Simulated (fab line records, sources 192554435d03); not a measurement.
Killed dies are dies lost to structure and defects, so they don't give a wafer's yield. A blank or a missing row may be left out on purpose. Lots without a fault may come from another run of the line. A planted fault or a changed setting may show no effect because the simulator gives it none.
Chamber matching | flow n5_finfet | N5_SD_EPI_P_SD_RECESS_17 on rie_si-06: 4 sister chambers
The step chemistry HBr/Cl2/O2, target depth 39.1 nm, bt time 3 s. 4 wafers are shown with their chamber, then 9 later ones without.

WAFERS WITH THEIR CHAMBER
wafer  | chamber | throttle_valve_pct (%)
L088.4 | 0       | 36.5
L089.1 | 2       | 36.7
L089.2 | 3       | 36.9
L089.3 | 1       | 37.3

WAFERS WITHOUT THEIR CHAMBER
wafer  | throttle_valve_pct (%)
L094.2 | 36.7
L094.3 | 37.3
L094.6 | 36.9
L092.4 | 36.5
L092.5 | 36.7
L092.6 | 37.3
L097.1 | 37.3
L097.2 | 36.4
L097.3 | 37.0

WHICH CHAMBER EACH WENT THROUGH
wafer  | from the rows above | in truth
L094.2 | 2                   | 2
L094.3 | 1                   | 1
L094.6 | 3                   | 3
L092.4 | 0                   | 0
L092.5 | 2                   | 2
L092.6 | 1                   | 1
L097.1 | 1                   | 1
L097.2 | 0                   | 0
L097.3 | 3                   | 3
Placed correctly: 9 of 9. Can't be placed from these rows: 0. Placed wrongly: 0.
How it was worked out, from the rows above alone: a wafer's distance from a chamber is the root of the sum, over the readings, of the square of ((its reading less the chamber's mean) divided by the reading's scatter). The wafer belongs to the nearest chamber; if the next one is less than 2 further off, it can't be placed. A chamber's mean is the mean of its shown wafers. The scatter: with one shown wafer a chamber, the root of the mean of the squares of how far each hidden wafer lies from its nearest shown one.
